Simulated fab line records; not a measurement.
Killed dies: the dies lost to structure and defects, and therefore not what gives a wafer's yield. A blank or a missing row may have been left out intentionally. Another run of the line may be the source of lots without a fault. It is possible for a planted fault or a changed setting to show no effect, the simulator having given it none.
Matching of chambers    flow n5 finfet    4 sister chambers for N5_BEOL_M2_STRIP_36 on rie diel-04
The step strips in N2/H2. 4 wafers are shown with their chamber, then 12 later ones without.

## EACH WAFER AND ITS CHAMBER
wafer   chamber  showerhead plenum p Torr (Torr)
L090.3  1        2.49
L090.6  0        2.48
L089.2  3        2.68
L089.6  2        2.46

## WAFERS WITH NO CHAMBER GIVEN
wafer   showerhead plenum p Torr (Torr)
L094.2  2.48
L094.3  2.48
L094.4  2.45
L095.1  2.45
L095.3  2.67
L095.4  2.48
L096.2  2.48
L096.3  2.45
L096.6  2.48
L097.1  2.45
L097.4  2.67
L097.5  2.48

## WHICH CHAMBER EACH ONE RAN IN
wafer   from the rows above      in truth
L094.2  can't be placed: 0 or 1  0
L094.3  can't be placed: 0 or 1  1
L094.4  2                        2
L095.1  2                        2
L095.3  3                        3
L095.4  can't be placed: 0 or 1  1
L096.2  can't be placed: 0 or 1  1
L096.3  2                        2
L096.6  can't be placed: 0 or 1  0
L097.1  2                        2
L097.4  3                        3
L097.5  can't be placed: 0 or 1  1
Correct placement for 6 of the 12. From these rows, 6 cannot be placed; in 6 the true chamber is one of the candidates. Wrongly placed: 0.
How it was worked out, from the rows above alone: a wafer's distance from a chamber is the root of the sum, over the readings, of the square of ((its reading less the chamber's mean) divided by the reading's scatter). If the next closest chamber is less than 2 further off than the closest, the wafer can't be placed; otherwise it belongs to the closest. For every chamber, the mean is computed from those of its wafers that are shown. The scatter: root of mean squared gap, hidden wafer to nearest shown wafer, with one shown wafer a chamber.
